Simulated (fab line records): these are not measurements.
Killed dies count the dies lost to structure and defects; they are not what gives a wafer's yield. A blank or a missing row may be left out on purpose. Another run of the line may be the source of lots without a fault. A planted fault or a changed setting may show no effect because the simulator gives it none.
Lot-split experiment / flow n5 finfet / route with 1938 steps; 7 lots, 21 wafers read

## ON THE SPLIT
At N5_FIN_SAQP_PEB_14 (peb time 60 s), the setting peb time s was moved away from the recipe's 60 s on 6 of the 21 wafers read, by -17.7% to +22.2%. For the rest of the wafers, this setting stayed at what the recipe calls for.

## FROM SPLIT TO READING: 1 step shown by the file between the two
- N5_FIN_SAQP_DEVELOP_15: develop time 30 s

## THE READING
cd nm (nm) at N5_FIN_SAQP_CD_MEAS_16, where the cd target is 35.6 nm. Fault-free wafers of this fab line usually give 35.50 nm, standard deviation 0.27 nm.

wafer=L075.1; tool, chamber at the split=litho track-02, 0; peb time s as run, s=60; against the recipe=recipe; cd nm, nm=35.57; against lot-mates on the recipe=-
wafer=L075.4; tool, chamber at the split=litho track-02, 0; peb time s as run, s=73.31; against the recipe=+22.2%; cd nm, nm=32.82; against lot-mates on the recipe=-2.75
wafer=L075.6; tool, chamber at the split=litho track-02, 0; peb time s as run, s=73.31; against the recipe=+22.2%; cd nm, nm=33.13; against lot-mates on the recipe=-2.44
wafer=L079.1; tool, chamber at the split=litho track-03, 0; peb time s as run, s=60; against the recipe=recipe; cd nm, nm=35.44; against lot-mates on the recipe=-
wafer=L079.2; tool, chamber at the split=litho track-03, 0; peb time s as run, s=67.31; against the recipe=+12.2%; cd nm, nm=34.21; against lot-mates on the recipe=-1.44
wafer=L079.5; tool, chamber at the split=litho track-03, 0; peb time s as run, s=60; against the recipe=recipe; cd nm, nm=35.86; against lot-mates on the recipe=-
wafer=L084.3; tool, chamber at the split=litho track-02, 0; peb time s as run, s=60; against the recipe=recipe; cd nm, nm=35.69; against lot-mates on the recipe=-
wafer=L084.4; tool, chamber at the split=litho track-02, 0; peb time s as run, s=60; against the recipe=recipe; cd nm, nm=35.72; against lot-mates on the recipe=-
wafer=L084.6; tool, chamber at the split=litho track-02, 0; peb time s as run, s=60; against the recipe=recipe; cd nm, nm=35.69; against lot-mates on the recipe=-
wafer=L085.2; tool, chamber at the split=litho track-02, 0; peb time s as run, s=60; against the recipe=recipe; cd nm, nm=34.68; against lot-mates on the recipe=-
wafer=L085.5; tool, chamber at the split=litho track-02, 0; peb time s as run, s=60; against the recipe=recipe; cd nm, nm=35.41; against lot-mates on the recipe=-
wafer=L085.6; tool, chamber at the split=litho track-02, 0; peb time s as run, s=49.4; against the recipe=-17.7%; cd nm, nm=38.12; against lot-mates on the recipe=+3.07
wafer=L086.2; tool, chamber at the split=litho track-02, 0; peb time s as run, s=60; against the recipe=recipe; cd nm, nm=35.10; against lot-mates on the recipe=-
wafer=L086.3; tool, chamber at the split=litho track-02, 0; peb time s as run, s=69.66; against the recipe=+16.1%; cd nm, nm=33.61; against lot-mates on the recipe=-1.49
wafer=L086.5; tool, chamber at the split=litho track-02, 0; peb time s as run, s=69.66; against the recipe=+16.1%; cd nm, nm=33.63; against lot-mates on the recipe=-1.47
wafer=L088.2; tool, chamber at the split=litho track-03, 0; peb time s as run, s=60; against the recipe=recipe; cd nm, nm=35.94; against lot-mates on the recipe=-
wafer=L088.3; tool, chamber at the split=litho track-03, 0; peb time s as run, s=60; against the recipe=recipe; cd nm, nm=35.46; against lot-mates on the recipe=-
wafer=L088.4; tool, chamber at the split=litho track-03, 0; peb time s as run, s=60; against the recipe=recipe; cd nm, nm=35.82; against lot-mates on the recipe=-
wafer=L090.2; tool, chamber at the split=litho track-02, 0; peb time s as run, s=60; against the recipe=recipe; cd nm, nm=35.13; against lot-mates on the recipe=-
wafer=L090.4; tool, chamber at the split=litho track-02, 0; peb time s as run, s=60; against the recipe=recipe; cd nm, nm=35.97; against lot-mates on the recipe=-
wafer=L090.6; tool, chamber at the split=litho track-02, 0; peb time s as run, s=60; against the recipe=recipe; cd nm, nm=35.53; against lot-mates on the recipe=-

THE FIT
A straight line over all 21 wafers: cd nm changes by -0.122 nm for each +1% of peb time s; r = -0.96; the points scatter about the line by 0.32 nm.
The same after taking each lot's own level away (the mean of its wafers on the recipe; 21 wafers): -0.123 nm for each +1%; r = -0.96; scatter 0.32 nm.
That fit puts the effect of the largest move of peb time s on the reading at 2.7 nm.
Across the lots, their own levels run from 35.045 to 35.740 nm, a range of 2.6 times the standard deviation given above.
The two slopes agree, so the slope changes little with the lot-to-lot level.
Check: for one of the wafers moved furthest among these (+22.2%), held out of the fit, the line's prediction against its lot-mates is -2.59 nm. Against them it came out at -2.75 nm.

## THE OTHER SPLITS THESE WAFERS WENT THROUGH
Other splits were also applied to these wafers ahead of the reading. Each is held against what the fit with the lots' levels taken away leaves over:
other split on the same wafers=N5_ZERO_LAYER_EXPOSE_08 dose mj; wafers away from the commonest value=5; r with cd nm (lot level and that fit taken away)=-0.09
other split on the same wafers=N5_PMOS_HMC_CHANNEL_EPI_PEB_07 peb time s; wafers away from the commonest value=4; r with cd nm (lot level and that fit taken away)=+0.22

## THE FILE'S OWN FIT
cd nm changes by -0.126 nm for each +1% of peb time s, r = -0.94.
